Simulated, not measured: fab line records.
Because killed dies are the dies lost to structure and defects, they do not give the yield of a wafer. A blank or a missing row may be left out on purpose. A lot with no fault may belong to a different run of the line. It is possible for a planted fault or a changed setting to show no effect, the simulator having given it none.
fab line records ; flow n5_finfet
record: lots: 7; wafers: 21
route steps=1938 shown ZERO_LAYER@4 FIN_SAQP@130 DUMMY_GATE@224 SD_EPI_N@267 SD_EPI_P@307 HKMG_FIN@402 GATE_CUT@480
start_h: hours from the record's opening day to when the first of the lot's shown wafers began ; wait_h: time in hours since the lot's previous step ; " the same as in the row above ; L1.1+2: several wafers, shown together as one row ; - either no value or no given start ; * or withheld: withheld ; < > ~ a bound
route shown NAME@n: a module of which the file shows steps, and the number in the route of the first ; usual: the fault-free wafers' mean and standard deviation ; same: alike in all rows ; chamber/n: place in a boat ; sites: readings site by site ; _std_site: the values' standard deviation ; _edge_site: the outer-site mean with the inner-site mean subtracted ; radius_mm: how far each site lies from the wafer's centre ; mask NAME#n: copy n ; behind: tool/chamber where the wafer was last shaped ; hold: cause of the lot's hold/its duration in hours/its outcome ; device: which transistor (n, p or np) failed to switch ; end of line: the same wafers' tests at the end of the route ; step lacking rows: just its recipe ; killed: the dies lost at the first sort to structure and to defects; this is not the yield of the wafer ; map: a wafer's dies, x killed, . not, _ none there
set.NAME: the run value of the setting; set.NAME@STEP: its run value at that earlier step ; model.NAME: the simulator's own value behind a step, which no gauge read
lots where settings were altered on purpose, with a table for each step and a row for each wafer
== steps ==
step: N5_ZERO_LAYER_PECVD_02
recipe: material: SiO2; target_thk_a: 100; temp_c: 400; precursor: SiH4/N2O; pressure_torr: 0.75; rf_w: 275; time_s: 6
lot.wafer;tool;chamber;start_h;wait_h;set.time_s;model.SiO2_of_ZERO_LAYER_PECVD_02.thk_nm
L074.3;pecvd-01;2;12.28;0.0;6.619;10.9
L074.5;pecvd-01;2;12.28;0.0;6;9.945
L074.6;pecvd-01;1;12.28;0.0;6.619;11.09
L075.3;pecvd-03;0;18.28;0.0;6;9.987
L075.4;pecvd-03;1;18.28;0.0;6;9.936
L075.5;pecvd-03;0;18.28;0.0;6;10.1
L077.2;pecvd-03;1;30.28;0.0;6.474;10.52
L077.3;pecvd-03;0;30.28;0.0;6;9.877
L077.5;pecvd-03;2;30.28;0.0;6;9.916
L078.1;pecvd-04;2;36.28;0.0;6.401;10.43
L078.2;pecvd-04;0;36.28;0.0;6;9.769
L078.4;pecvd-04;1;36.28;0.0;6.401;10.82
L088.1;pecvd-04;1;96.28;0.0;6;10.1
L088.2;pecvd-04;0;96.28;0.0;6;9.843
L088.3;pecvd-04;2;96.28;0.0;6;9.849
L090.2;pecvd-04;2;108.28;0.0;5.131;8.481
L090.3;pecvd-04;0;108.28;0.0;5.131;8.485
L090.4;pecvd-04;0;108.28;0.0;5.131;8.504
L094.3;pecvd-01;0;132.31;0.1;6.472;11.03
L094.5;pecvd-01;0;132.31;0.1;6.472;10.97
L094.6;pecvd-01;2;132.31;0.1;6;10.1
step: N5_FIN_SAQP_ETCH_65
recipe: chemistry: CF4; target: SiO2; target_depth_a: 40; ion_energy_ev: 350; time_s: 4.4; pressure_mtorr: 10; icp_w: 800; bias_w: 400; cf4_flow_sccm: 80
lot.wafer;tool;chamber;start_h;wait_h;set.time_s;model.etch.depth_nm
L074.3;rie_si-05;0;25.99;0.1;3.488;3.254
L074.5;rie_si-05;0;25.99;0.1;3.488;3.274
L074.6;rie_si-05;1;25.99;0.1;3.488;3.261
L075.3;rie_si-03;1;30.75;0.1;4.4;4.12
L075.4;rie_si-03;0;30.75;0.1;4.4;4.136
L075.5;rie_si-03;1;30.75;0.1;4.4;4.151
L077.2;rie_si-05;1;44.58;0.1;4.4;4.082
L077.3;rie_si-05;2;44.58;0.1;4.4;4.017
L077.5;rie_si-05;0;44.58;0.1;4.4;4.098
L078.1;rie_si-05;2;49.37;0.1;4.4;3.954
L078.2;rie_si-05;0;49.37;0.1;4.4;4.057
L078.4;rie_si-05;1;49.37;0.1;3.7;3.401
L088.1;rie_si-02;2;107.54;0.1;4.4;4.082
L088.2;rie_si-02;0;107.54;0.1;4.4;3.968
L088.3;rie_si-02;3;107.54;0.1;4.4;3.826
L090.2;rie_si-05;2;120.84;0.1;4.4;4.004
L090.3;rie_si-05;3;120.84;0.1;4.4;4.128
L090.4;rie_si-05;1;120.84;0.1;3.902;3.554
L094.3;rie_si-03;3;144.13;0.1;3.548;3.319
L094.5;rie_si-03;2;144.13;0.1;3.548;3.376
L094.6;rie_si-03;1;144.13;0.1;4.4;4.143
step: N5_DUMMY_GATE_COAT_28
recipe: resist: underlayer; temp_c: 205; time_s: 60; spin_rpm: 1500; resist_thk_nm: 10
lot.wafer;tool;chamber;start_h;wait_h;set.spin_rpm;model.underlayer_of_DUMMY_GATE_COAT_28.thk_nm
L074.3+5;litho_track-04;0;-;-;1547;9.8
L074.6;litho_track-04;0;-;-;1500;10
L075.3+4+5;litho_track-04;0;-;-;1500;10
L077.2;litho_track-02;0;-;-;1346;10.6
L077.3+5;litho_track-02;0;-;-;1500;10
L078.1+2;litho_track-04;0;-;-;1362;10.6
L078.4;litho_track-04;0;-;-;1500;10
L088.1;litho_track-04;0;-;-;1655;9.4
L088.2+3;litho_track-04;0;-;-;1500;10
L090.2;litho_track-04;0;-;-;1387;10.4
L090.3+4;litho_track-04;0;-;-;1500;10
L094.3+6;litho_track-01;0;-;-;1569;9.8
L094.5;litho_track-01;0;-;-;1500;10
step: N5_SD_EPI_N_EXPOSE_06
recipe: mask_id: SD_N_BLK; na: 1.35; source_shape: conventional; sigma_outer: 0.8; polarization: unpolarized; target_cd_nm: 120; dose_mj: 39.75
lot.wafer;tool;chamber;start_h;wait_h;mask;set.dose_mj
L074.3+6;arfi_scanner-02;0;49.37;-;SD_N_BLK#0;39.75
L074.5;arfi_scanner-02;0;49.37;-;SD_N_BLK#0;37.87
L075.3+4+5;arfi_scanner-01;0;54.65;-;SD_N_BLK#0;39.75
L077.2;arfi_scanner-01;0;71.69;-;SD_N_BLK#0;39.75
L077.3+5;arfi_scanner-01;0;71.69;-;SD_N_BLK#0;38.13
L078.1+2+4;arfi_scanner-01;0;75.72;-;SD_N_BLK#0;39.75
L088.1+2;arfi_scanner-03;0;131.56;-;SD_N_BLK#0;39.75
L088.3;arfi_scanner-03;0;131.56;-;SD_N_BLK#0;40.91
L090.2+3+4;arfi_scanner-02;0;143.87;-;SD_N_BLK#0;39.75
L094.3;arfi_scanner-03;0;169.67;-;SD_N_BLK#0;38.35
L094.5+6;arfi_scanner-03;0;169.67;-;SD_N_BLK#0;39.75
step: N5_SD_EPI_N_PEB_07
recipe: peb_temp_c: 110; peb_time_s: 60; resist: CAR-ArF-block
step: N5_SD_EPI_N_DEVELOP_08
recipe: develop_time_s: 30; developer: TMAH; resist: CAR-ArF-block; dev_temp_c: 23; rinse_liquid: diw; dry: air_spin
step: N5_SD_EPI_N_CD_MEAS_09
recipe: target_cd_nm: 120; landing_energy_ev: 500; detector: se_inlens
usual: cd_nm: 120.0/0.61
lot.wafer;tool;chamber;start_h;wait_h;set.dose_mj@SD_EPI_N_EXPOSE_06;cd_nm
L074.3;cd_sem-01;0;49.48;-;39.75;119.4
L074.5;cd_sem-01;0;49.48;-;37.87;116.7
L074.6;cd_sem-01;0;49.48;-;39.75;120.2
L075.3;cd_sem-02;0;54.77;-;39.75;119.6
L075.4;cd_sem-02;0;54.77;-;39.75;120.2
L075.5;cd_sem-02;0;54.77;-;39.75;119.9
L077.2;cd_sem-03;0;71.80;-;39.75;119.8
L077.3;cd_sem-03;0;71.80;-;38.13;117.6
L077.5;cd_sem-03;0;71.80;-;38.13;116.5
L078.1;cd_sem-01;0;75.84;-;39.75;120.1
L078.2;cd_sem-01;0;75.84;-;39.75;119.6
L078.4;cd_sem-01;0;75.84;-;39.75;120.4
L088.1;cd_sem-02;0;131.68;-;39.75;119.2
L088.2;cd_sem-02;0;131.68;-;39.75;119.8
L088.3;cd_sem-02;0;131.68;-;40.91;121.8
L090.2;cd_sem-01;0;143.99;-;39.75;120.7
L090.3;cd_sem-01;0;143.99;-;39.75;119.8
L090.4;cd_sem-01;0;143.99;-;39.75;120.3
L094.3;cd_sem-03;0;169.78;-;38.35;117.2
L094.5;cd_sem-03;0;169.78;-;39.75;118.8
L094.6;cd_sem-03;0;169.78;-;39.75;119.3
step: N5_SD_EPI_N_DESCUM_14
recipe: chemistry: O2; time_s: 7.9; source_power_w: 50; bias_power_w: 20; pressure_mtorr: 20; rf_frequency_hz: 2.712e+07; temp_c: 40; resist: CAR-ArF-block; o2_flow_sccm: 225
lot.wafer;tool;chamber;start_h;wait_h;set.dose_mj@SD_EPI_N_EXPOSE_06;model.SD_EPI_N.cd_nm
L074.3;rie_diel-04;3;49.74;0.0;39.75;119.2
L074.5;rie_diel-04;1;49.74;0.0;37.87;116.6
L074.6;rie_diel-04;0;49.74;0.0;39.75;120
L075.3+5;rie_diel-03;3;54.88;0.1;39.75;120
L075.4;rie_diel-03;0;54.88;0.1;39.75;120.4
L077.2;rie_diel-04;2;72.13;0.3;39.75;119.8
L077.3;rie_diel-04;3;72.13;0.3;38.13;117.2
L077.5;rie_diel-04;3;72.13;0.3;38.13;116.4
L078.1+2;rie_diel-04;0,1;75.93;0.0;39.75;119.6
L078.4;rie_diel-04;0;75.93;0.0;39.75;120
L088.1;rie_diel-02;2;131.77;0.0;39.75;120
L088.2;rie_diel-02;1;131.77;0.0;39.75;119.4
L088.3;rie_diel-02;0;131.77;0.0;40.91;121.6
L090.2;rie_diel-02;1;144.21;0.2;39.75;120.6
L090.3;rie_diel-02;0;144.21;0.2;39.75;119.8
L090.4;rie_diel-02;2;144.21;0.2;39.75;120.4
L094.3;rie_diel-02;2;169.87;0.0;38.35;117.2
L094.5;rie_diel-02;3;169.87;0.0;39.75;118.2
L094.6;rie_diel-02;0;169.87;0.0;39.75;-
step: N5_SD_EPI_N_ETCH_34
recipe: chemistry: CF4; target: SiARC; target_depth_a: 455; mask_material: CAR-ArF-block; time_s: 75.8; ion_energy_ev: 80; pressure_mtorr: 40; source_w: 545; bias_w: 36; Ar_flow_sccm: 100; cf4_flow_sccm: 100; ends: cleared
lot.wafer;tool;chamber;start_h;wait_h;set.dose_mj@SD_EPI_N_EXPOSE_06;model.SD_EPI_N.cd_nm
L074.3;rie_diel-04;3;49.77;0.0;39.75;119.2
L074.5;rie_diel-04;1;49.77;0.0;37.87;116.4
L074.6;rie_diel-04;0;49.77;0.0;39.75;120.2
L075.3+5;rie_diel-03;3;54.91;0.0;39.75;119.8
L075.4;rie_diel-03;0;54.91;0.0;39.75;120.6
L077.2;rie_diel-04;2;72.16;0.0;39.75;119.8
L077.3;rie_diel-04;3;72.16;0.0;38.13;117.2
L077.5;rie_diel-04;3;72.16;0.0;38.13;116.4
L078.1;rie_diel-04;0;75.97;0.0;39.75;119.8
L078.2;rie_diel-04;1;75.97;0.0;39.75;119.4
L078.4;rie_diel-04;0;75.97;0.0;39.75;120.2
L088.1;rie_diel-02;2;131.80;0.0;39.75;120
L088.2;rie_diel-02;1;131.80;0.0;39.75;119.6
L088.3;rie_diel-02;0;131.80;0.0;40.91;121.8
L090.2;rie_diel-02;1;144.25;0.0;39.75;120.6
L090.3;rie_diel-02;0;144.25;0.0;39.75;119.8
L090.4;rie_diel-02;2;144.25;0.0;39.75;120.4
L094.3;rie_diel-02;2;169.90;0.0;38.35;117
L094.5;rie_diel-02;3;169.90;0.0;39.75;118.4
L094.6;rie_diel-02;0;169.90;0.0;39.75;119.6
step: N5_SD_EPI_N_ETCH_35
recipe: chemistry: N2/H2; target: SOC; overetch_a: 1080; mask_material: SiARC; temp_c: 40; ion_energy_ev: 100; source_w: 3000; bias_w: 133; pressure_mtorr: 20; time_s: 486; n2_flow_sccm: 200; h2_flow_sccm: 200
usual: rf_vpp_V: 240.4/1.3
lot.wafer;tool;chamber;start_h;wait_h;set.source_w;rf_vpp_V;model.SiARC_of_SD_EPI_N_COAT_33.thk_nm
L074.3;rie_diel-04;3;49.83;0.0;2786;248.3;20.6
L074.5;rie_diel-04;1;49.83;0.0;2786;247.5;20.4
L074.6;rie_diel-04;0;49.83;0.0;3000;239.6;20
L075.3;rie_diel-03;3;54.97;0.0;3000;238.6;20
L075.4;rie_diel-03;0;54.97;0.0;3000;239.7;20.2
L075.5;rie_diel-03;3;54.97;0.0;3000;239.1;19.8
L077.2;rie_diel-04;2;72.22;0.0;2670;249.8;21.4
L077.3;rie_diel-04;3;72.22;0.0;3000;241.6;19.8
L077.5;rie_diel-04;3;72.22;0.0;3000;241.2;19.8
L078.1;rie_diel-04;0;76.02;0.0;3000;238.4;19.8
L078.2;rie_diel-04;1;76.02;0.0;2692;249.0;20.8
L078.4;rie_diel-04;0;76.02;0.0;3000;238.2;19.6
L088.1;rie_diel-02;2;131.86;0.0;2548;254.8;22
L088.2;rie_diel-02;1;131.86;0.0;3000;240.9;19.8
L088.3;rie_diel-02;0;131.86;0.0;2548;252.1;21.4
L090.2;rie_diel-02;1;144.30;0.0;3307;232.9;18.8
L090.3;rie_diel-02;0;144.30;0.0;3000;240.2;19.6
L090.4;rie_diel-02;2;144.30;0.0;3307;234.9;19.2
L094.3;rie_diel-02;2;169.96;0.0;3000;241.2;20.2
L094.5;rie_diel-02;3;169.96;0.0;2534;256.4;21.6
L094.6;rie_diel-02;0;169.96;0.0;3000;240.3;19.6
step: N5_SD_EPI_P_ETCH_36
recipe: chemistry: CF4; target: SiARC; target_depth_a: 455; mask_material: CAR-ArF-block; time_s: 75.8; ion_energy_ev: 80; pressure_mtorr: 40; source_w: 545; bias_w: 36; Ar_flow_sccm: 100; cf4_flow_sccm: 100; ends: cleared
usual: rf_vpp_V: 183.9/1.1
lot.wafer;tool;chamber;start_h;wait_h;set.bias_w;rf_vpp_V
L074.3;rie_diel-06;1;54.84;0.0;36;184.0
L074.5;rie_diel-06;1;54.84;0.0;36;184.7
L074.6;rie_diel-06;0;54.84;0.0;36;184.9
L075.3;rie_diel-06;0;60.45;0.0;36;185.2
L075.4;rie_diel-06;3;60.45;0.0;36;181.5
L075.5;rie_diel-06;3;60.45;0.0;36;183.4
L077.2;rie_diel-06;2;76.74;0.0;30.2;164.8
L077.3;rie_diel-06;1;76.74;0.0;30.2;164.6
L077.5;rie_diel-06;1;76.74;0.0;36;183.5
L078.1;rie_diel-06;1;80.40;0.0;39.67;195.7
L078.2;rie_diel-06;2;80.40;0.0;36;185.7
L078.4;rie_diel-06;3;80.40;0.0;36;182.2
L088.1;rie_diel-06;0;136.11;0.0;36;185.4
L088.2;rie_diel-06;2;136.11;0.0;36;186.4
L088.3;rie_diel-06;3;136.11;0.0;29.59;160.5
L090.2;rie_diel-05;1;148.83;0.0;36;182.6
L090.3;rie_diel-05;3;148.83;0.0;32.23;170.6
L090.4;rie_diel-05;2;148.83;0.0;36;184.4
L094.3;rie_diel-05;1;175.29;0.0;36;183.5
L094.5;rie_diel-05;2;175.29;0.0;36;184.9
L094.6;rie_diel-05;3;175.29;0.0;31.29;168.6
step: N5_HKMG_FIN_ETCH_54
recipe: chemistry: CF4; target: SiARC; target_depth_a: 455; mask_material: CAR-ArF; time_s: 75.8; ion_energy_ev: 80; pressure_mtorr: 40; source_w: 545; bias_w: 36; Ar_flow_sccm: 100; cf4_flow_sccm: 100; ends: cleared
usual: etch_rf_on_time_s: 76.1/1.8; rf_vpp_V: 183.7/1
lot.wafer;tool;chamber;start_h;wait_h;set.source_w;etch_rf_on_time_s;rf_vpp_V
L074.3;rie_diel-03;0;71.70;0.0;502.7;83.2;188.6
L074.5;rie_diel-03;0;71.70;0.0;545;77.3;184.0
L074.6;rie_diel-03;3;71.70;0.0;545;76.5;182.4
L075.3;rie_diel-03;3;78.18;0.0;545;77.2;183.4
L075.4;rie_diel-03;1;78.18;0.0;545;75.3;182.3
L075.5;rie_diel-03;3;78.18;0.0;545;76.6;183.5
L077.2;rie_diel-03;3;94.78;0.0;495.5;83.1;189.1
L077.3;rie_diel-03;2;94.78;0.0;495.5;78.2;190.8
L077.5;rie_diel-03;2;94.78;0.0;545;72.1;185.7
L078.1;rie_diel-03;0;98.47;0.0;545;77.5;183.0
L078.2;rie_diel-03;1;98.47;0.0;628.3;67.4;175.0
L078.4;rie_diel-03;3;98.47;0.0;628.3;67.6;174.2
L088.1;rie_diel-04;1;153.46;0.0;637.5;66.3;173.7
L088.2;rie_diel-04;2;153.46;0.0;637.5;67.3;174.9
L088.3;rie_diel-04;3;153.46;0.0;637.5;66.3;174.5
L090.2;rie_diel-02;3;166.18;0.0;545;76.5;186.4
L090.3;rie_diel-02;1;166.18;0.0;545;76.1;185.0
L090.4;rie_diel-02;2;166.18;0.0;545;78.0;185.0
L094.3;rie_diel-02;3;195.23;0.0;576.7;73.7;179.9
L094.5;rie_diel-02;0;195.23;0.0;545;74.3;182.8
L094.6;rie_diel-02;1;195.23;0.0;576.7;71.5;179.5
step: N5_GATE_CUT_COAT_27
recipe: resist: underlayer; temp_c: 205; time_s: 60; spin_rpm: 1500; resist_thk_nm: 10
lot.wafer;tool;chamber;start_h;wait_h;set.spin_rpm;model.underlayer_of_GATE_CUT_COAT_27.thk_nm
L074.3+5+6;litho_track-02;0;-;-;1500;10
L075.3+4+5;litho_track-04;0;-;-;1500;10
L077.2+3+5;litho_track-01;0;-;-;1500;10
L078.1+4;litho_track-02;0;-;-;1549;9.8
L078.2;litho_track-02;0;-;-;1500;10
L088.1;litho_track-04;0;-;-;1392;10.4
L088.2+3;litho_track-04;0;-;-;1500;10
L090.2;litho_track-04;0;-;-;1389;10.4
L090.3+4;litho_track-04;0;-;-;1500;10
L094.3;litho_track-04;0;-;-;1608;9.6
L094.5+6;litho_track-04;0;-;-;1500;10
step: N5_GATE_CUT_EXPOSE_10
recipe: mask_id: GATE_CUT; na: 0.33; source_shape: annular; sigma_inner: 0.35; sigma_outer: 0.8; polarization: unpolarized; target_cd_nm: 20; dose_mj: 43.25
lot.wafer;tool;chamber;start_h;wait_h;mask;set.dose_mj
L074.3+6;euv_scanner-02;0;83.31;-;GATE_CUT#0;41.4
L074.5;euv_scanner-02;0;83.31;-;GATE_CUT#0;43.25
L075.3+4+5;euv_scanner-02;0;89.50;-;GATE_CUT#0;43.25
L077.2+5;euv_scanner-02;0;106.45;-;GATE_CUT#0;43.25
L077.3;euv_scanner-02;0;106.45;-;GATE_CUT#0;41.28
L078.1+2+4;euv_scanner-02;0;109.88;-;GATE_CUT#0;43.25
L088.1;euv_scanner-02;0;166.23;-;GATE_CUT#0;45.55
L088.2+3;euv_scanner-02;0;166.23;-;GATE_CUT#0;43.25
L090.2+3;euv_scanner-02;0;177.73;-;GATE_CUT#0;41.23
L090.4;euv_scanner-02;0;177.73;-;GATE_CUT#0;43.25
L094.3+5;euv_scanner-02;0;206.78;-;GATE_CUT#0;43.25
L094.6;euv_scanner-02;0;206.78;-;GATE_CUT#0;45.57
step: N5_GATE_CUT_PEB_11
recipe: peb_temp_c: 100; peb_time_s: 60; resist: CAR-EUV
step: N5_GATE_CUT_DEVELOP_12
recipe: develop_time_s: 30; developer: TMAH; resist: CAR-EUV; rinse_liquid: surfactant_rinse; dry: air_spin; dev_temp_c: 23
step: N5_GATE_CUT_CD_MEAS_13
recipe: target_cd_nm: 20; landing_energy_ev: 500; detector: se_inlens
usual: cd_nm: 20.08/0.25
lot.wafer;tool;chamber;start_h;wait_h;set.dose_mj@GATE_CUT_EXPOSE_10;cd_nm
L074.3;cd_sem-03;0;83.43;-;41.4;18.87
L074.5;cd_sem-03;0;83.43;-;43.25;20.02
L074.6;cd_sem-03;0;83.43;-;41.4;18.80
L075.3;cd_sem-03;0;89.62;-;43.25;20.06
L075.4;cd_sem-03;0;89.62;-;43.25;19.75
L075.5;cd_sem-03;0;89.62;-;43.25;19.99
L077.2;cd_sem-01;0;106.58;-;43.25;19.86
L077.3;cd_sem-01;0;106.58;-;41.28;19.13
L077.5;cd_sem-01;0;106.58;-;43.25;20.09
L078.1;cd_sem-02;0;110.02;-;43.25;19.93
L078.2;cd_sem-02;0;110.02;-;43.25;20.24
L078.4;cd_sem-02;0;110.02;-;43.25;19.86
L088.1;cd_sem-03;0;166.37;-;45.55;21.41
L088.2;cd_sem-03;0;166.37;-;43.25;20.00
L088.3;cd_sem-03;0;166.37;-;43.25;20.06
L090.2;cd_sem-02;0;177.86;-;41.23;19.12
L090.3;cd_sem-02;0;177.86;-;41.23;19.44
L090.4;cd_sem-02;0;177.86;-;43.25;20.26
L094.3;cd_sem-02;0;206.90;-;43.25;19.98
L094.5;cd_sem-02;0;206.90;-;43.25;20.01
L094.6;cd_sem-02;0;206.90;-;45.57;20.89
step: N5_GATE_CUT_DESCUM_18
recipe: chemistry: O2; time_s: 7; source_power_w: 50; bias_power_w: 20; pressure_mtorr: 20; rf_frequency_hz: 2.712e+07; temp_c: 40; resist: CAR-EUV; o2_flow_sccm: 225
lot.wafer;tool;chamber;start_h;wait_h;set.dose_mj@GATE_CUT_EXPOSE_10;model.GATE_CUT.cd_nm
L074.3;rie_diel-06;0;83.55;0.0;41.4;18.8
L074.5;rie_diel-06;2;83.55;0.0;43.25;20
L074.6;rie_diel-06;3;83.55;0.0;41.4;19.2
L075.3+5;rie_diel-05;0,2;89.74;0.0;43.25;20.2
L075.4;rie_diel-05;1;89.74;0.0;43.25;20
L077.2;rie_diel-05;2;106.74;0.1;43.25;20
L077.3;rie_diel-05;3;106.74;0.1;41.28;19
L077.5;rie_diel-05;0;106.74;0.1;43.25;20.2
L078.1+2+4;rie_diel-05;0,1,3;110.30;0.2;43.25;20
L088.1;rie_diel-06;3;166.49;0.0;45.55;21.6
L088.2;rie_diel-06;2;166.49;0.0;43.25;19.8
L088.3;rie_diel-06;1;166.49;0.0;43.25;20.4
L090.2+3;rie_diel-01;3,0;177.98;0.0;41.23;19
L090.4;rie_diel-01;1;177.98;0.0;43.25;19.8
L094.3+5;rie_diel-05;0,2;207.02;0.0;43.25;20
L094.6;rie_diel-05;1;207.02;0.0;45.57;21.2
step: N5_GATE_CUT_ETCH_28
recipe: chemistry: N2/H2; target: underlayer; target_depth_a: 130; mask_material: CAR-EUV; time_s: 10.4; ion_energy_ev: 200; pressure_mtorr: 30; source_w: 840; bias_w: 150; n2_flow_sccm: 200; h2_flow_sccm: 200; ends: cleared
lot.wafer;tool;chamber;start_h;wait_h;set.spin_rpm@GATE_CUT_COAT_27;set.dose_mj@GATE_CUT_EXPOSE_10;model.GATE_CUT.cd_nm;model.etch.depth_nm
L074.3;rie_diel-06;0;83.58;0.0;1500;41.4;18.8;10.01
L074.5;rie_diel-06;2;83.58;0.0;1500;43.25;20.2;9.975
L074.6;rie_diel-06;3;83.58;0.0;1500;41.4;19.4;9.979
L075.3;rie_diel-05;0;89.77;0.0;1500;43.25;20;10.04
L075.4;rie_diel-05;1;89.77;0.0;1500;43.25;20;10
L075.5;rie_diel-05;2;89.77;0.0;1500;43.25;20;10.05
L077.2;rie_diel-05;2;106.77;0.0;1500;43.25;20;10
L077.3;rie_diel-05;3;106.77;0.0;1500;41.28;19.2;10.02
L077.5;rie_diel-05;0;106.77;0.0;1500;43.25;20.2;9.987
L078.1;rie_diel-05;0;110.33;0.0;1549;43.25;20;9.851
L078.2;rie_diel-05;1;110.33;0.0;1500;43.25;19.8;10.05
L078.4;rie_diel-05;3;110.33;0.0;1549;43.25;20;9.885
L088.1;rie_diel-06;3;166.52;0.0;1392;45.55;21.6;10.37
L088.2;rie_diel-06;2;166.52;0.0;1500;43.25;20;10.03
L088.3;rie_diel-06;1;166.52;0.0;1500;43.25;20.4;10.01
L090.2;rie_diel-01;3;178.01;0.0;1389;41.23;19;10.42
L090.3;rie_diel-01;0;178.01;0.0;1500;41.23;19;9.999
L090.4;rie_diel-01;1;178.01;0.0;1500;43.25;19.8;10.01
L094.3;rie_diel-05;0;207.05;0.0;1608;43.25;20;9.653
L094.5;rie_diel-05;2;207.05;0.0;1500;43.25;20;9.951
L094.6;rie_diel-05;1;207.05;0.0;1500;45.57;21.2;9.987
step: N5_GATE_CUT_ETCH_36
recipe: chemistry: CF4; target: SiARC; target_depth_a: 130; mask_material: CAR-EUV; time_s: 21.7; ion_energy_ev: 80; pressure_mtorr: 40; source_w: 545; bias_w: 36; Ar_flow_sccm: 100; cf4_flow_sccm: 100; ends: cleared
lot.wafer;tool;chamber;start_h;wait_h;set.dose_mj@GATE_CUT_EXPOSE_10;model.GATE_CUT.cd_nm
L074.3;rie_diel-06;0;83.60;0.0;41.4;18.8
L074.5;rie_diel-06;2;83.60;0.0;43.25;20.2
L074.6;rie_diel-06;3;83.60;0.0;41.4;19.4
L075.3+4+5;rie_diel-05;0,1,2;89.79;0.0;43.25;20
L077.2;rie_diel-05;2;106.79;0.0;43.25;20
L077.3;rie_diel-05;3;106.79;0.0;41.28;19.2
L077.5;rie_diel-05;0;106.79;0.0;43.25;20.2
L078.1+2;rie_diel-05;0,1;110.35;0.0;43.25;19.8
L078.4;rie_diel-05;3;110.35;0.0;43.25;20
L088.1;rie_diel-06;3;166.54;0.0;45.55;21.4
L088.2;rie_diel-06;2;166.54;0.0;43.25;20
L088.3;rie_diel-06;1;166.54;0.0;43.25;20.4
L090.2+3;rie_diel-01;3,0;178.03;0.0;41.23;19
L090.4;rie_diel-01;1;178.03;0.0;43.25;19.8
L094.3+5;rie_diel-05;0,2;207.07;0.0;43.25;20
L094.6;rie_diel-05;1;207.07;0.0;45.57;21.2
== key ==
split: step: N5_ZERO_LAYER_PECVD_02; setting: time_s; stated: 6; by: wafer
response: step: N5_ZERO_LAYER_PECVD_02; reading: model.SiO2_of_ZERO_LAYER_PECVD_02.thk_nm; change: +0.104; per: 1%; r: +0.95
split: step: N5_FIN_SAQP_ETCH_65; setting: time_s; stated: 4.4; by: wafer
response: step: N5_FIN_SAQP_ETCH_65; reading: model.etch.depth_nm; change: +0.0407; per: 1%; r: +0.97
split: step: N5_DUMMY_GATE_COAT_28; setting: spin_rpm; stated: 1500; by: wafer
response: step: N5_DUMMY_GATE_COAT_28; reading: model.underlayer_of_DUMMY_GATE_COAT_28.thk_nm; change: -0.0584; per: 1%; r: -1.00
split: step: N5_SD_EPI_N_EXPOSE_06; setting: dose_mj; stated: 39.75; by: wafer
response: step: N5_SD_EPI_N_CD_MEAS_09; reading: cd_nm; change: +0.657; per: 1%; r: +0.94
response: step: N5_SD_EPI_N_DESCUM_14; reading: model.SD_EPI_N.cd_nm; change: +0.609; per: 1%; r: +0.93
response: step: N5_SD_EPI_N_ETCH_34; reading: model.SD_EPI_N.cd_nm; change: +0.68; per: 1%; r: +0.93
split: step: N5_SD_EPI_N_ETCH_35; setting: source_w; stated: 3000; by: wafer
response: step: N5_SD_EPI_N_ETCH_35; reading: rf_vpp_V; change: -0.894; per: 1%; r: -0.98
response: step: N5_SD_EPI_N_ETCH_35; reading: model.SiARC_of_SD_EPI_N_COAT_33.thk_nm; change: -0.11; per: 1%; r: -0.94
split: step: N5_SD_EPI_P_ETCH_36; setting: bias_w; stated: 36; by: wafer
response: step: N5_SD_EPI_P_ETCH_36; reading: rf_vpp_V; change: +1.26; per: 1%; r: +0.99
split: step: N5_HKMG_FIN_ETCH_54; setting: source_w; stated: 545; by: wafer
response: step: N5_HKMG_FIN_ETCH_54; reading: etch_rf_on_time_s; change: *; per: 1%; r: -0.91
response: step: N5_HKMG_FIN_ETCH_54; reading: rf_vpp_V; change: -0.554; per: 1%; r: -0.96
split: step: N5_GATE_CUT_COAT_27; setting: spin_rpm; stated: 1500; by: wafer
response: step: N5_GATE_CUT_COAT_27; reading: model.underlayer_of_GATE_CUT_COAT_27.thk_nm; change: -0.0554; per: 1%; r: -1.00
response: step: N5_GATE_CUT_ETCH_28; reading: model.etch.depth_nm; change: -0.0499; per: 1%; r: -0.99
split: step: N5_GATE_CUT_EXPOSE_10; setting: dose_mj; stated: 43.25; by: wafer
response: step: N5_GATE_CUT_CD_MEAS_13; reading: cd_nm; change: +0.217; per: 1%; r: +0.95
response: step: N5_GATE_CUT_DESCUM_18; reading: model.GATE_CUT.cd_nm; change: +0.233; per: 1%; r: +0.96
response: step: N5_GATE_CUT_ETCH_28; reading: model.GATE_CUT.cd_nm; change: +0.224; per: 1%; r: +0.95
response: step: N5_GATE_CUT_ETCH_36; reading: model.GATE_CUT.cd_nm; change: +0.215; per: 1%; r: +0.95
